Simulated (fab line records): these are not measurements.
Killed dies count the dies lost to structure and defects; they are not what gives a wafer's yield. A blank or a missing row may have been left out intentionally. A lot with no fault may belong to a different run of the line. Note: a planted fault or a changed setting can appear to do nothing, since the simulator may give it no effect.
Chamber matching -- flow nand-harc -- NHARC_A_CONTACT_DEP_58 on pecvd-02: 3 sister chambers
The step deposits SiON, target thk 90 nm. 6 wafers are shown with their chamber, then 8 later ones without.

EACH WAFER AND ITS CHAMBER
wafer,chamber,heater-power-w (W),rf-fwd-power-W (W)
L078.3,0,928,349.4
L078.4,0,932,349.6
L086.2,2,706,348.9
L086.4,2,715,350.5
L086.5,1,833,347.8
L090.1,1,805,346.2

WAFERS WITH NO CHAMBER GIVEN
wafer,heater-power-w (W),rf-fwd-power-W (W)
L090.3,802,347.3
L090.5,817,348.3
L094.1,749,348.3
L094.4,911,348.6
L094.6,755,347.1
L094.2,819,348.4
L094.3,900,349.4
L094.5,810,346.7

WHICH CHAMBER EACH WENT THROUGH
wafer,from the rows above,in truth
L090.3,1,1
L090.5,1,1
L094.1,2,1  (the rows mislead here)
L094.4,0,0
L094.6,can't be placed: 2 or 1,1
L094.2,1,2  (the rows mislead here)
L094.3,0,0
L094.5,1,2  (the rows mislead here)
Correctly placed: 4 of 8. These rows do not allow placing 1 (true chamber among the candidates in 1). Placed wrongly: 3.
How it was worked out, from the rows above alone: a wafer's distance from a chamber is the root of the sum, over the readings, of the square of ((its reading less the chamber's mean) divided by the reading's scatter). If the next closest chamber is less than 2 further off than the closest, the wafer can't be placed; otherwise it belongs to the closest. The mean given for a chamber averages the wafers shown for that chamber. The scatter: take each reading less its chamber's mean, square it, sum over the shown wafers, divide by the number of wafers less the number of chambers, and take the root.
